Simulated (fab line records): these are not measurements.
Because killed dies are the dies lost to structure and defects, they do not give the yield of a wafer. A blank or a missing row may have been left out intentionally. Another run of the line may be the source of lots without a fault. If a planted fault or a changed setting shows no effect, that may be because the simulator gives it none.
fab line records + flow n5Finfet
record
- lots=7
- wafers=39
route steps=1938 shown ZERO_LAYER@4 FIN_SAQP@102 STI_FIN_REVEAL@196 DUMMY_GATE@228 HKMG_FIN@438 GATE_CUT@501 MOL_CONTACT_COAG@532 BEOL_M4@1111
startH: hours from the record's opening day to when the first of the lot's shown wafers began + waitH: time in hours since the lot's previous step + " identical to the entry in the row above + L1.1+2: several wafers, shown together as one row + - either no value or no given start + * or withheld: withheld + < > ~ a bound
route shown NAME@n: names a module that has steps shown in the file, with the first one's number in the route + usual: average and standard deviation across the fault-free wafers + same: alike in all rows + chamber/n: place in a boat + sites: each site's reading + _std_site: standard deviation across them + _edge_site: mean of outer sites minus mean of inner sites + radiusMm: how far each site lies from the wafer's centre + mask NAME#n: copy n + behind: the most recent tool/chamber to have shaped the wafer + hold: reason for holding the lot/hours on hold/outcome of the hold + device: whichever transistor did not switch (one of n, p or np) + end of line: the same wafers' tests at the end of the route + a step without rows: its recipe alone + killed: not the wafer's yield, but the dies lost to structure and defects at the first sort + map: dies across one wafer; x = killed, . = not, _ = none there
set.NAME: setting as actually run; set.NAME@STEP: the setting as run at that earlier step + model.NAME: the simulator's own value behind a step, which no gauge read
one table per step and one row per wafer, for lots whose settings were changed on purpose
## steps
# step N5_ZERO_LAYER_PECVD_02
# recipe
- material=SiO2
- targetThkA=100
- tempC=400
- precursor=SiH4/N2O
- pressureTorr=0.75
- rfW=275
- timeS=6
# step N5_FIN_SAQP_HM_DEP_72
# recipe
- material=SiO2
- targetThkA=120
- tempC=400
- precursor=SiH4/N2O
- pressureTorr=0.75
- rfW=275
- timeS=7.2
# step N5_STI_FIN_REVEAL_RECESS_09
# recipe
- chemistry=HF/NH3
- target=SiO2
- afsCycles=11
- targetDepthA=425
- tempC=30
- sublimationTempC=180
- sublimationTimeS=60
# step N5_DUMMY_GATE_EXPOSE_12
# recipe
- maskId=GATE
- na=0.33
- sourceShape=annular
- sigmaInner=0.2
- sigmaOuter=0.6
- polarization=unpolarized
- targetCdNm=25
- doseMj=34
# step N5_DUMMY_GATE_ETCH_37
# recipe
- chemistry=N2/H2
- target=SOC
- targetDepthA=600
- overetchA=300
- tempC=40
- ionEnergyEv=200
- pressureMtorr=30
- sourceW=840
- biasW=150
- n2FlowSccm=200
- h2FlowSccm=200
# step N5_DUMMY_GATE_ETCH_32
# recipe
- chemistry=CF4
- target=SiO2
- targetDepthA=35
- timeS=3.9
- ionEnergyEv=350
- pressureMtorr=10
- icpW=800
- biasW=400
- cf4FlowSccm=80
# step N5_HKMG_FIN_ETCH_35
# recipe
- chemistry=N2/H2
- target=SOC
- targetDepthA=2158
- ionEnergyEv=65
- biasW=5
- sourceW=3000
- timeS=243.4
- pressureMtorr=30
- n2FlowSccm=200
- h2FlowSccm=200
# step N5_GATE_CUT_CUT_ETCH_54
# recipe
- chemistry=Cl2/BCl3
- target=TiN
- maskMaterial=SiO2
- targetDepthA=967
- pressureMtorr=10
- icpW=1000
- biasW=126
- Cl2_flow_sccm=53.25
- bcl3FlowSccm=21.75
- Ar_flow_sccm=25
- ends=cleared
# step N5_MOL_CONTACT_COAG_ETCH_106
# recipe
- chemistry=N2/H2
- target=SOC
- targetDepthA=800
- overetchA=160
- maskMaterial=SiARC
- tempC=40
- timeS=120
- ionEnergyEv=200
- pressureMtorr=30
- sourceW=840
- biasW=150
- n2FlowSccm=200
- h2FlowSccm=200
# step N5_BEOL_M4_RC_MEAS_101
# usual
- DIBL_N=35.7/1.5
- DIBL_P=35.7/2
- SS_P=73.1/0.56
| lot.wafer | tool      | chamber | startH | waitH | set.targetThkA@ZERO_LAYER_PECVD_02 | set.timeS@FIN_SAQP_HM_DEP_72 | set.targetDepthA@STI_FIN_REVEAL_RECESS_09 | set.doseMj@DUMMY_GATE_EXPOSE_12 | set.sourceW@DUMMY_GATE_ETCH_37 | set.timeS@DUMMY_GATE_ETCH_32 | set.biasW@HKMG_FIN_ETCH_35 | set.icpW@GATE_CUT_CUT_ETCH_54 | set.sourceW@MOL_CONTACT_COAG_ETCH_106 | DIBL_N[mV/V] | DIBL_P[mV/V] | SS_P[mV/dec] |
|-----------|-----------|---------|--------|-------|------------------------------------|------------------------------|-------------------------------------------|---------------------------------|--------------------------------|------------------------------|----------------------------|-------------------------------|---------------------------------------|--------------|--------------|--------------|
| L074.1    | prober-02 | 0       | 175.87 | 0.0   | 94.53                              | 7.2                          | 425                                       | 34                              | 840                            | 4.408                        | 4.301                      | 1000                          | 840                                   | 36.7         | 36.3         | 72.7         |
| L074.2    | "         | 0       | "      | "     | 100                                | 7.2                          | 425                                       | 36.36                           | 840                            | 3.9                          | 5                          | 1083                          | 840                                   | 37.0         | 36.6         | 73.3         |
| L074.3    | "         | 0       | "      | "     | 100                                | 8.124                        | 425                                       | 36.36                           | 840                            | 4.408                        | 5                          | 1000                          | 840                                   | 41.1         | 41.4         | 74.9         |
| L074.4    | "         | 0       | "      | "     | 94.53                              | 7.2                          | 407.2                                     | 34                              | 840                            | 3.9                          | 5                          | 1000                          | 840                                   | 36.9         | 36.4         | 73.4         |
| L074.5    | "         | 0       | "      | "     | 94.53                              | 8.124                        | 407.2                                     | 36.36                           | 840                            | 4.408                        | 4.301                      | 1083                          | 840                                   | 42.7         | 42.4         | 75.4         |
| L074.6    | "         | 0       | "      | "     | 100                                | 8.124                        | 407.2                                     | 34                              | 840                            | 3.9                          | 4.301                      | 1083                          | 840                                   | 36.5         | 34.9         | 72.9         |
| L075.2    | prober-01 | 0       | 185.44 | 0.2   | 100                                | 7.2                          | 425                                       | 34                              | 840                            | 3.9                          | 5                          | 1000                          | 840                                   | 35.0         | 33.7         | 72.8         |
| L075.4    | "         | 0       | "      | "     | 100                                | 7.2                          | 425                                       | 34                              | 840                            | 3.9                          | 5                          | 1000                          | 840                                   | 35.9         | 36.3         | 73.4         |
| L075.6    | "         | 0       | "      | "     | 100                                | 7.2                          | 425                                       | 34                              | 840                            | 3.9                          | 5                          | 1000                          | 840                                   | 37.4         | 37.2         | 73.2         |
| L080.1    | prober-01 | 0       | 216.55 | 0.0   | 100                                | 7.2                          | 415.5                                     | 32.21                           | 840                            | 3.9                          | 5.937                      | 1137                          | 777.1                                 | 30.8         | 31.1         | 71.8         |
| L080.2    | "         | 0       | "      | "     | 100                                | 7.2                          | 415.5                                     | 32.21                           | 759.2                          | 3.163                        | 5.937                      | 1137                          | 840                                   | 32.7         | 33.2         | 71.8         |
| L080.3    | "         | 0       | "      | "     | 100                                | 7.2                          | 425                                       | 34                              | 840                            | 3.9                          | 5                          | 1000                          | 777.1                                 | 34.7         | 35.8         | 73.6         |
| L080.4    | "         | 0       | "      | "     | 100                                | 7.2                          | 425                                       | 32.21                           | 840                            | 3.163                        | 5                          | 1000                          | 840                                   | 34.2         | 34.3         | 72.5         |
| L080.5    | "         | 0       | "      | "     | 100                                | 7.2                          | 425                                       | 34                              | 759.2                          | 3.9                          | 5.937                      | 1000                          | 840                                   | 34.7         | 36.0         | 72.7         |
| L080.6    | "         | 0       | "      | "     | 100                                | 7.2                          | 415.5                                     | 34                              | 759.2                          | 3.163                        | 5                          | 1137                          | 777.1                                 | 32.2         | 32.9         | 72.3         |
| L087.1    | prober-02 | 0       | 255.81 | 0.0   | 109.3                              | 6.275                        | 425                                       | 32.18                           | 738.1                          | 3.9                          | 5                          | 1117                          | 840                                   | 33.0         | 32.4         | 71.5         |
| L087.2    | "         | 0       | "      | "     | 109.3                              | 6.275                        | 425                                       | 34                              | 738.1                          | 4.651                        | 5.691                      | 1117                          | 840                                   | 39.6         | 40.3         | 73.7         |
| L087.3    | "         | 0       | "      | "     | 109.3                              | 7.2                          | 425                                       | 34                              | 840                            | 3.9                          | 5                          | 1000                          | 840                                   | 35.7         | 35.2         | 72.9         |
| L087.4    | "         | 0       | "      | "     | 100                                | 7.2                          | 425                                       | 32.18                           | 738.1                          | 4.651                        | 5.691                      | 1000                          | 840                                   | 33.2         | 32.1         | 71.7         |
| L087.5    | "         | 0       | "      | "     | 100                                | 7.2                          | 425                                       | 34                              | 840                            | 3.9                          | 5.691                      | 1000                          | 840                                   | 37.5         | 37.8         | 73.3         |
| L087.6    | "         | 0       | "      | "     | 100                                | 6.275                        | 425                                       | 32.18                           | 840                            | 4.651                        | 5                          | 1117                          | 840                                   | 34.3         | 33.4         | 72.3         |
| L089.1    | prober-02 | 0       | 260.39 | 0.0   | 100                                | 6.412                        | 434                                       | 34                              | 883.1                          | 4.324                        | 5.242                      | 1000                          | 840                                   | 37.0         | 37.1         | 73.0         |
| L089.2    | "         | 0       | "      | "     | 100                                | 6.412                        | 425                                       | 34                              | 840                            | 3.9                          | 5                          | 1000                          | 725.6                                 | 35.9         | 36.7         | 72.9         |
| L089.3    | "         | 0       | "      | "     | 100                                | 6.412                        | 425                                       | 31.31                           | 840                            | 4.324                        | 5.242                      | 1000                          | 840                                   | 31.8         | 31.4         | 70.6         |
| L089.4    | "         | 0       | "      | "     | 100                                | 7.2                          | 434                                       | 31.31                           | 840                            | 3.9                          | 5                          | 1000                          | 840                                   | 31.4         | 31.0         | 71.5         |
| L089.5    | "         | 0       | "      | "     | 100                                | 7.2                          | 434                                       | 34                              | 883.1                          | 3.9                          | 5.242                      | 1000                          | 725.6                                 | 37.9         | 38.7         | 73.6         |
| L089.6    | "         | 0       | "      | "     | 100                                | 7.2                          | 425                                       | 31.31                           | 883.1                          | 4.324                        | 5                          | 1000                          | 725.6                                 | 31.8         | 31.2         | 71.1         |
| L090.1    | prober-01 | 0       | 277.73 | 0.0   | 100                                | 7.2                          | 444.5                                     | 34.82                           | 936.7                          | 3.9                          | 4.59                       | 1000                          | 840                                   | 38.4         | 38.6         | 73.5         |
| L090.2    | "         | 0       | "      | "     | 100                                | 7.2                          | 425                                       | 34                              | 936.7                          | 3.074                        | 5                          | 1000                          | 956.3                                 | 40.3         | 39.9         | 75.2         |
| L090.3    | "         | 0       | "      | "     | 87.22                              | 7.2                          | 425                                       | 34.82                           | 840                            | 3.9                          | 5                          | 1000                          | 956.3                                 | 38.8         | 38.6         | 74.0         |
| L090.4    | "         | 0       | "      | "     | 87.22                              | 7.2                          | 444.5                                     | 34.82                           | 936.7                          | 3.074                        | 4.59                       | 1000                          | 840                                   | 39.3         | 38.9         | 74.3         |
| L090.5    | "         | 0       | "      | "     | 87.22                              | 7.2                          | 444.5                                     | 34                              | 840                            | 3.9                          | 5                          | 1000                          | 840                                   | 36.5         | 36.2         | 73.3         |
| L090.6    | "         | 0       | "      | "     | 100                                | 7.2                          | 425                                       | 34                              | 840                            | 3.074                        | 4.59                       | 1000                          | 956.3                                 | 35.6         | 34.7         | 72.7         |
| L093.1    | prober-01 | 0       | 286.03 | 0.0   | 100                                | 7.2                          | 431                                       | 34                              | 891.1                          | 3.9                          | 5                          | 1000                          | 840                                   | 36.0         | 34.3         | 73.0         |
| L093.2    | "         | 0       | "      | "     | 100                                | 7.2                          | 431                                       | 33.23                           | 891.1                          | 3.504                        | 5                          | 1000                          | 791.1                                 | 34.5         | 33.5         | 72.9         |
| L093.3    | "         | 0       | "      | "     | 100                                | 7.2                          | 425                                       | 34                              | 840                            | 3.504                        | 5                          | 1000                          | 840                                   | 34.7         | 33.0         | 72.4         |
| L093.4    | "         | 0       | "      | "     | 100                                | 6.743                        | 425                                       | 33.23                           | 891.1                          | 3.504                        | 5                          | 1142                          | 791.1                                 | 35.9         | 35.2         | 72.7         |
| L093.5    | "         | 0       | "      | "     | 100                                | 6.743                        | 431                                       | 33.23                           | 840                            | 3.9                          | 5                          | 1142                          | 840                                   | 33.9         | 32.7         | 72.5         |
| L093.6    | "         | 0       | "      | "     | 100                                | 6.743                        | 425                                       | 34                              | 840                            | 3.9                          | 5                          | 1142                          | 791.1                                 | 36.3         | 35.8         | 72.6         |
## key
split
- step=N5_ZERO_LAYER_PECVD_02
- setting=targetThkA
- statedAs=100
response none clear
split
- step=N5_FIN_SAQP_HM_DEP_72
- setting=timeS
- statedAs=7.2
response none clear
split
- step=N5_STI_FIN_REVEAL_RECESS_09
- setting=targetDepthA
- statedAs=425
response none clear
split
- step=N5_DUMMY_GATE_EXPOSE_12
- setting=doseMj
- statedAs=34
response
- step=N5_BEOL_M4_RC_MEAS_101
- reading=SS_P
- slope=+0.232
- per=1%
- togetherWith=all
- explained=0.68
response
- step=N5_BEOL_M4_RC_MEAS_101
- reading=DIBL_P
- slope=+0.698
- per=1%
- togetherWith=all
- explained=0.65
response
- step=N5_BEOL_M4_RC_MEAS_101
- reading=DIBL_N
- slope=+0.581
- per=1%
- togetherWith=all
- explained=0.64
split
- step=N5_DUMMY_GATE_ETCH_37
- setting=sourceW
- statedAs=840
response none clear
split
- step=N5_DUMMY_GATE_ETCH_32
- setting=timeS
- statedAs=3.9
response none clear
split
- step=N5_HKMG_FIN_ETCH_35
- setting=biasW
- statedAs=5
response none clear
split
- step=N5_GATE_CUT_CUT_ETCH_54
- setting=icpW
- statedAs=1000
response none clear
split
- step=N5_MOL_CONTACT_COAG_ETCH_106
- setting=sourceW
- statedAs=840
response none clear
